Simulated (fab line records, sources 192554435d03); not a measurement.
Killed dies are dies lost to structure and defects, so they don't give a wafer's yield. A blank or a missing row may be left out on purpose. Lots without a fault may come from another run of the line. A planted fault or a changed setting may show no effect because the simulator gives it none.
Which tool did it? | flow n5_finfet | 24 lots, 72 wafers sampled, at 4 steps of a route of 1938

WHAT THE GAUGES READ, wafer by wafer
N5_BEOL_M2_THK_MEAS_53: measures by xrf. Usual: M2_THK 40.3 nm, standard deviation 1.6.
lot  | measured     | on            | M2_THK (nm)    | flag
L074 | day 6 23:17  | film_metro-01 | 37.3 40.2 38.5 |
L075 | day 7 02:08  | film_metro-01 | 41.7 39.6 41.0 |
L076 | day 7 03:26  | film_metro-01 | 40.5 42.2 41.5 |
L077 | day 7 12:29  | film_metro-02 | 38.8 37.9 38.6 |
L078 | day 8 02:49  | film_metro-01 | 39.6 37.4 37.6 |
L079 | day 8 09:40  | film_metro-02 | 41.2 41.9 40.4 |
L080 | day 8 16:10  | film_metro-01 | 41.3 39.9 40.0 |
L081 | day 9 00:16  | film_metro-02 | 39.4 41.0 39.0 |
L082 | day 9 05:59  | film_metro-02 | 38.0 39.2 38.4 |
L083 | day 9 06:07  | film_metro-02 | 42.8 40.8 40.5 |
L084 | day 9 16:53  | film_metro-02 | 38.9 39.5 38.5 |
L085 | day 10 00:25 | film_metro-02 | 41.3 40.4 42.4 |
L086 | day 10 01:30 | film_metro-02 | 38.0 39.7 39.7 |
L087 | day 10 06:39 | film_metro-02 | 37.4 38.5 39.2 |
L088 | day 10 13:01 | film_metro-01 | 42.7 42.1 42.0 |
L089 | day 10 22:08 | film_metro-01 | 41.6 40.4 41.3 |
L090 | day 11 03:20 | film_metro-01 | 40.3 41.7 39.5 |
L091 | day 11 05:15 | film_metro-02 | 42.7 40.3 40.1 |
L093 | day 11 06:40 | film_metro-02 | 40.8 43.1 41.0 |
L092 | day 11 09:14 | film_metro-01 | 40.8 40.4 40.4 |
L094 | day 12 12:20 | film_metro-01 | 38.7 38.3 39.7 |
L095 | day 12 17:31 | film_metro-01 | 41.3 41.1 42.6 |
L097 | day 12 20:57 | film_metro-02 | 36.5 41.4 40.2 |
L096 | day 12 21:04 | film_metro-01 | 40.0 40.0 39.9 |

N5_BEOL_M3_INSPECT_59: inspects for defects (darkfield). Usual: raw_defect_count 78, standard deviation 24.
lot  | measured     | on                | raw_defect_count | flag
L074 | day 7 09:03  | defect_inspect-02 | 74 80 59         |
L075 | day 7 11:52  | defect_inspect-01 | 98 82 75         |
L076 | day 8 00:44  | defect_inspect-02 | 73 62 96         |
L077 | day 8 05:05  | defect_inspect-01 | 74 83 69         |
L078 | day 8 13:08  | defect_inspect-02 | 105 104 65       |
L079 | day 9 00:42  | defect_inspect-01 | 53 90 135        |
L080 | day 9 09:17  | defect_inspect-01 | 112 94 50        |
L081 | day 9 11:40  | defect_inspect-01 | 90 106 112       |
L082 | day 9 15:32  | defect_inspect-02 | 87 62 69         |
L083 | day 9 16:51  | defect_inspect-01 | 75 97 82         |
L084 | day 10 03:53 | defect_inspect-01 | 64 105 96        |
L085 | day 10 09:12 | defect_inspect-01 | 83 70 41         |
L086 | day 10 17:37 | defect_inspect-01 | 106 94 62        |
L087 | day 10 23:56 | defect_inspect-01 | 78 51 67         |
L088 | day 11 00:29 | defect_inspect-01 | 51 81 70         |
L089 | day 11 13:11 | defect_inspect-02 | 74 65 78         |
L090 | day 11 18:32 | defect_inspect-01 | 43 102 55        |
L091 | day 11 22:25 | defect_inspect-02 | 175 92 75        |
L093 | day 11 22:11 | defect_inspect-02 | 70 65 46         |
L092 | day 12 03:39 | defect_inspect-01 | 53 46 44         |
L094 | day 13 08:23 | defect_inspect-01 | 56 74 117        |
L095 | day 13 11:47 | defect_inspect-01 | 69 105 93        |
L097 | day 13 15:02 | defect_inspect-01 | 56 119 81        |
L096 | day 13 12:31 | defect_inspect-02 | 74 72 84         |

WHICH TOOL RAN EACH LOT (tool, then ch and the chambers of the sampled wafers, then the start)
lot  | N5_BEOL_M3_ETCH_64                 | N5_BEOL_M3_SPUTTER_92
L074 | rie_diel-06 ch 2,3, day 7 00:37    | pvd_sputter-01, day 7 07:31
L075 | rie_diel-02 ch 0,2,3, day 7 05:22  | pvd_sputter-01, day 7 10:20
L076 | rie_diel-01 ch 0,1,2, day 7 05:38  | pvd_sputter-03, day 7 15:08
L077 | rie_diel-06 ch 2,3, day 7 14:12    | pvd_sputter-03, day 8 03:34
L078 | rie_diel-06 ch 0,1,3, day 8 05:25  | pvd_sputter-01, day 8 11:37
L079 | rie_diel-02 ch 1,2, day 8 11:49    | pvd_sputter-03, day 8 23:10
L080 | rie_diel-06 ch 2,3, day 8 18:16    | pvd_sputter-01, day 9 07:47
L081 | rie_diel-02 ch 2,3, day 9 02:33    | pvd_sputter-01, day 9 10:08
L082 | rie_diel-01 ch 0,2,3, day 9 09:52  | pvd_sputter-01, day 9 13:54
L083 | rie_diel-02 ch 0,2,3, day 9 10:04  | pvd_sputter-03, day 9 15:19
L084 | rie_diel-01 ch 1,2, day 9 19:43    | pvd_sputter-02, day 10 02:22
L085 | rie_diel-06 ch 0,2,3, day 10 01:32 | pvd_sputter-02, day 10 07:34
L086 | rie_diel-02 ch 2,3, day 10 04:10   | pvd_sputter-01, day 10 15:51
L087 | rie_diel-01 ch 0,1, day 10 14:22   | pvd_sputter-02, day 10 22:25
L088 | rie_diel-02 ch 1,2, day 10 14:39   | pvd_sputter-01, day 10 22:57
L089 | rie_diel-01 ch 0,1, day 11 00:17   | pvd_sputter-03, day 11 11:41
L090 | rie_diel-01 ch 0,2, day 11 04:51   | pvd_sputter-03, day 11 16:49
L091 | rie_diel-02 ch 1,2,3, day 11 07:40 | pvd_sputter-01, day 11 20:37
L093 | rie_diel-02 ch 1,2,3, day 11 08:55 | pvd_sputter-02, day 11 20:41
L092 | rie_diel-06 ch 1,2, day 11 10:19   | pvd_sputter-02, day 12 01:14
L094 | rie_diel-02 ch 1,2, day 12 14:15   | pvd_sputter-03, day 13 06:48
L095 | rie_diel-02 ch 0,1, day 12 19:07   | pvd_sputter-03, day 13 10:14
L097 | rie_diel-02 ch 0,1,2, day 12 23:04 | pvd_sputter-02, day 13 13:12
L096 | rie_diel-02 ch 0,1,2, day 13 01:07 | pvd_sputter-01, day 13 10:56
- N5_BEOL_M3_ETCH_64: etches SOC in N2/H2, target depth 75 nm, overetch 15 nm, time 112.5 s.
- N5_BEOL_M3_SPUTTER_92: material Cu, target thk 4.5 nm, time 8.29 s.

WHAT THE TOOLS THEMSELVES READ (means of the sampled wafers that have a number; where no wafer has one, the mark that the record gives instead)
N5_BEOL_M3_ETCH_64. Usual: bias_w 150.1 W, standard deviation 0.49; drypump_motor_current_A 5.7 A, standard deviation 0.43; h2_flow_sccm 200.0 sccm, standard deviation 0.58; oes_product_au 0.61 a.u., standard deviation 0.07; rf_vpp_V 523.7 V, standard deviation 2.4; showerhead_plenum_p_Torr 2.54 Torr, standard deviation 0.085; throttle_valve_pct 17.82 %, standard deviation 0.22.
lot  | tool        | bias_w (W) | drypump_motor_current_A (A) | h2_flow_sccm (sccm) | oes_product_au (a.u.) | rf_vpp_V (V) | showerhead_plenum_p_Torr (Torr) | throttle_valve_pct (%) | flag
L074 | rie_diel-06 | 150.5      | 5.4                         | 200.4               | 0.67                  | 525.8        | 2.60                            | 17.67                  |
L075 | rie_diel-02 | 150.0      | 6.0                         | 200.4               | 0.56                  | 523.6        | 2.52                            | 17.99                  |
L076 | rie_diel-01 | 150.0      | 5.8                         | 199.6               | 0.64                  | 523.5        | 2.53                            | 17.75                  |
L077 | rie_diel-06 | 150.5      | 5.3                         | 200.1               | 0.61                  | 525.1        | 2.62                            | 17.88                  |
L078 | rie_diel-06 | 150.0      | 5.6                         | 199.8               | 0.59                  | 523.7        | 2.53                            | 17.76                  |
L079 | rie_diel-02 | 150.3      | 5.6                         | 199.7               | 0.58                  | 524.4        | 2.57                            | 17.89                  |
L080 | rie_diel-06 | 149.7      | 5.3                         | 199.5               | 0.61                  | 525.4        | 2.62                            | 17.91                  |
L081 | rie_diel-02 | 150.1      | 6.2                         | 199.7               | 0.55                  | 523.8        | 2.54                            | 17.91                  |
L082 | rie_diel-01 | 150.1      | 5.6                         | 200.4               | 0.61                  | 525.1        | 2.58                            | 17.76                  |
L083 | rie_diel-02 | 149.8      | 6.0                         | 200.2               | 0.55                  | 522.5        | 2.51                            | 18.02                  |
L084 | rie_diel-01 | 149.9      | 6.2                         | 200.7               | 0.65                  | 522.0        | 2.50                            | 17.67                  |
L085 | rie_diel-06 | 150.0      | 5.5                         | 200.3               | 0.66                  | 524.2        | 2.56                            | 17.76                  |
L086 | rie_diel-02 | 150.4      | 6.2                         | 199.8               | 0.54                  | 523.9        | 2.54                            | 17.92                  |
L087 | rie_diel-01 | 150.1      | 6.1                         | 200.5               | 0.66                  | 522.5        | 2.50                            | 17.70                  |
L088 | rie_diel-02 | 150.3      | 5.6                         | 200.0               | 0.57                  | 524.2        | 2.57                            | 17.92                  |
L089 | rie_diel-01 | 150.7      | 5.7                         | 199.9               | 0.64                  | 524.2        | 2.52                            | 17.81                  |
L090 | rie_diel-01 | 150.1      | 5.5                         | 200.4               | 0.59                  | 522.8        | 2.54                            | 17.87                  |
L091 | rie_diel-02 | 150.0      | 5.8                         | 200.0               | 0.55                  | 523.0        | 2.51                            | 17.85                  |
L093 | rie_diel-02 | 150.3      | 5.8                         | 200.1               | 0.56                  | 523.9        | 2.51                            | 17.85                  |
L092 | rie_diel-06 | 150.2      | 5.3                         | 199.9               | 0.62                  | 524.5        | 2.59                            | 17.93                  |
L094 | rie_diel-02 | 150.3      | 5.4                         | 200.6               | 0.57                  | 522.3        | 2.50                            | 17.79                  |
L095 | rie_diel-02 | 149.7      | 5.7                         | 200.2               | 0.68                  | 525.3        | 2.61                            | 17.81                  |
L097 | rie_diel-02 | 149.6      | 5.6                         | 200.2               | 0.62                  | 524.7        | 2.59                            | 17.88                  |
L096 | rie_diel-02 | 149.9      | 5.6                         | 199.3               | 0.62                  | 524.9        | 2.59                            | 17.89                  |

N5_BEOL_M3_SPUTTER_92. Usual: throttle_valve_pct 30.0 %, standard deviation 1.1.
lot  | tool           | throttle_valve_pct (%) | flag
L074 | pvd_sputter-01 | 29.3                   |
L075 | pvd_sputter-01 | 29.2                   |
L076 | pvd_sputter-03 | 30.3                   |
L077 | pvd_sputter-03 | 30.7                   |
L078 | pvd_sputter-01 | 28.8                   |
L079 | pvd_sputter-03 | 30.7                   |
L080 | pvd_sputter-01 | 29.2                   |
L081 | pvd_sputter-01 | 29.6                   |
L082 | pvd_sputter-01 | 28.8                   |
L083 | pvd_sputter-03 | 30.0                   |
L084 | pvd_sputter-02 | 30.8                   |
L085 | pvd_sputter-02 | 30.2                   |
L086 | pvd_sputter-01 | 28.8                   |
L087 | pvd_sputter-02 | 30.2                   |
L088 | pvd_sputter-01 | 28.8                   |
L089 | pvd_sputter-03 | 30.9                   |
L090 | pvd_sputter-03 | 30.7                   |
L091 | pvd_sputter-01 | 29.2                   |
L093 | pvd_sputter-02 | 29.8                   |
L092 | pvd_sputter-02 | 30.4                   |
L094 | pvd_sputter-03 | 30.9                   |
L095 | pvd_sputter-03 | 30.9                   |
L097 | pvd_sputter-02 | 30.2                   |
L096 | pvd_sputter-01 | 28.9                   |

THE ANSWER, worked out from the rows above alone
Rule: a lot is off if the mean of its wafers that have a number lies more than 3 standard deviations from the usual mean. A lot without any number at a reading at which 4 lots or more have one is off too. The other lots that the step has rows for count as sound. The gauges are gone through in route order, then the tools' own readings, and for those a lot's mean is taken as printed above. The first step at which some lot is off is used, and at that step the reading that is off furthest; a lot without a number counts as furthest.
No lot is off at any reading shown: from this, nothing can be told.

WHAT THE SIMULATOR HAD PUT IN
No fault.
